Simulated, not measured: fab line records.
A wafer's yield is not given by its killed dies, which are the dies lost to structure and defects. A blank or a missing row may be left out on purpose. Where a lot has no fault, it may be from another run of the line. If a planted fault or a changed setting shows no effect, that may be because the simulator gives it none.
Chamber matching ; flow nandHarc ; NHARC_A_STAIRCASE_DEP_280 on pecvd-03: 3 sister chambers
The step deposits SiON, target thk 30 nm. 3 wafers are shown with their chamber, then 12 later ones without.

== WAFERS PAIRED WITH THEIR CHAMBERS ==
wafer;chamber;heaterPowerW (W)
L087.1;0;690
L087.3;1;653
L087.6;2;600

== WAFERS WHOSE CHAMBER IS MISSING ==
wafer;heaterPowerW (W)
L093.3;672
L093.5;768
L093.6;737
L097.1;664
L097.5;759
L097.6;651
L097.2;652
L097.3;738
L097.4;669
L096.1;785
L096.2;640
L096.5;775

== WHICH CHAMBER EACH WENT THROUGH ==
wafer;from the rows above;in truth
L093.3;can't be placed: 0 or 1 or 2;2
L093.5;can't be placed: 0 or 1 or 2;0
L093.6;can't be placed: 0 or 1 or 2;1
L097.1;can't be placed: 1 or 0 or 2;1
L097.5;can't be placed: 0 or 1 or 2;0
L097.6;can't be placed: 1 or 0 or 2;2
L097.2;can't be placed: 1 or 0 or 2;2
L097.3;can't be placed: 0 or 1 or 2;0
L097.4;can't be placed: 1 or 0 or 2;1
L096.1;can't be placed: 0 or 1 or 2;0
L096.2;can't be placed: 1 or 2 or 0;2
L096.5;can't be placed: 0 or 1 or 2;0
Correct placement for 0 of the 12. Cannot be placed on the basis of these rows: 12; the candidates contain the true chamber in 12. Wrongly placed: 0.
How it was worked out, from the rows above alone: a wafer's distance from a chamber is the root of the sum, over the readings, of the square of ((its reading less the chamber's mean) divided by the reading's scatter). If the next closest chamber is less than 2 further off than the closest, the wafer can't be placed; otherwise it belongs to the closest. A chamber's mean is the mean of its shown wafers. The scatter (one wafer shown for each chamber): square how far every hidden wafer sits from the nearest shown wafer, average those squares and take the square root.
